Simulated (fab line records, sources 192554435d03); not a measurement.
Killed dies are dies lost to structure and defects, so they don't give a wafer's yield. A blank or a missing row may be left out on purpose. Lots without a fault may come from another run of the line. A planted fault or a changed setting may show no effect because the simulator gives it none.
Which tool did it? | flow n5_finfet | 11 lots, 32 wafers sampled, at 4 steps of a route of 1938

WHAT THE GAUGES READ, wafer by wafer
N5_BEOL_M11_RS_MEAS_57: measures by four-point-probe.
lot  | measured     | on            | M11_RS (ohm/sq)
L952 | day 10 15:58 | film_metro-02 | 0.146 0.151 0.154
L956 | day 12 09:12 | film_metro-02 | 0.151 0.153 0.154
L957 | day 12 12:56 | film_metro-02 | 0.155 0.153 0.162
L959 | day 13 04:53 | film_metro-02 | 0.148 0.157 0.149
L958 | day 13 05:47 | film_metro-01 | 0.148 0.158 0.148
L962 | day 13 09:51 | film_metro-01 | 0.149 0.145 0.144
L960 | day 13 15:00 | film_metro-02 | 0.153 0.159 0.158
L968 | day 15 12:57 | film_metro-02 | 0.152 0.151 0.150
L969 | day 15 14:51 | film_metro-02 | 0.147 0.149 0.153
L971 | day 16 15:24 | film_metro-01 | 0.147 0.148 0.154
L973 | day 16 19:43 | film_metro-02 | 0.153 0.149

WHICH TOOL RAN EACH LOT (tool, then ch and the chambers of the sampled wafers, then the start)
lot  | N5_BEOL_M11_TRENCH_ETCH_37                    | N5_BEOL_M11_ECD_50             | N5_BEOL_M11_CMP_52
L952 | rie_diel-04 ch 0,2,3, day 10 14:54 or earlier | ecd_cu-01 ch 0,1, day 10 14:54 | cmp-03 ch 0,1,2, day 10 15:35
L956 | rie_diel-01 ch 0,1, day 12 08:14 or earlier   | ecd_cu-02 ch 0,1, day 12 08:14 | cmp-01 ch 0,1, day 12 08:47
L957 | rie_diel-04 ch 0,1,3, day 12 12:04 or earlier | ecd_cu-01 ch 0,1, day 12 12:04 | cmp-01 ch 1,2,3, day 12 12:36
L959 | rie_diel-04 ch 0,1, day 13 04:04 or earlier   | ecd_cu-01 ch 1, day 13 04:04   | cmp-01 ch 1,2, day 13 04:28
L958 | rie_diel-04 ch 0,1,3, day 13 04:27 or earlier | ecd_cu-02 ch 0,1, day 13 04:27 | cmp-02 ch 0,2,3, day 13 05:22
L962 | rie_diel-01 ch 0,2,3, day 13 09:02 or earlier | ecd_cu-01 ch 0,1, day 13 09:02 | cmp-03 ch 1,2, day 13 09:26
L960 | rie_diel-02 ch 2,3, day 13 14:08 or earlier   | ecd_cu-01 ch 0, day 13 14:08   | cmp-02 ch 1,2,3, day 13 14:37
L968 | rie_diel-02 ch 1,2, day 15 12:07 or earlier   | ecd_cu-02 ch 0,1, day 15 12:07 | cmp-01 ch 1,2, day 15 12:32
L969 | rie_diel-02 ch 0,1,2, day 15 13:20 or earlier | ecd_cu-02 ch 0, day 15 13:20   | cmp-01 ch 1,2,3, day 15 14:28
L971 | rie_diel-04 ch 1,2,3, day 16 14:13 or earlier | ecd_cu-02 ch 0,1, day 16 14:13 | cmp-03 ch 0,3, day 16 14:59
L973 | rie_diel-04 ch 2,3, day 16 18:26 or earlier   | ecd_cu-02 ch 1, day 16 18:26   | cmp-01 ch 1, day 16 19:20
- N5_BEOL_M11_TRENCH_ETCH_37: etches SiCOH lowk in C4F6/O2, target depth 148.83 nm, time 48 s.
- N5_BEOL_M11_ECD_50: material Cu, target thk 318 nm.
- N5_BEOL_M11_CMP_52: polishes, stops on SiCOH lowk, t overpolish 7 s, target thk 140 nm.

THE ANSWER, worked out from the rows above alone
Rule: what is usual is taken from the lots themselves. Put in order of their means at a reading, lots are off if they are a third of the lots or fewer, leave a main group of 4 or more, and stand apart from it by a gap of 3 or more times the standard deviation of the main group's means; of several such gaps the widest counts. A main group whose means are all the same, to the digits that the tables above print for the reading, isn't used. A lot without any number at a reading at which 4 lots or more have one is off too. The other lots that the step has rows for count as sound.
No lot is off at any reading shown: from this, nothing can be told.

WHAT THE SIMULATOR HAD PUT IN
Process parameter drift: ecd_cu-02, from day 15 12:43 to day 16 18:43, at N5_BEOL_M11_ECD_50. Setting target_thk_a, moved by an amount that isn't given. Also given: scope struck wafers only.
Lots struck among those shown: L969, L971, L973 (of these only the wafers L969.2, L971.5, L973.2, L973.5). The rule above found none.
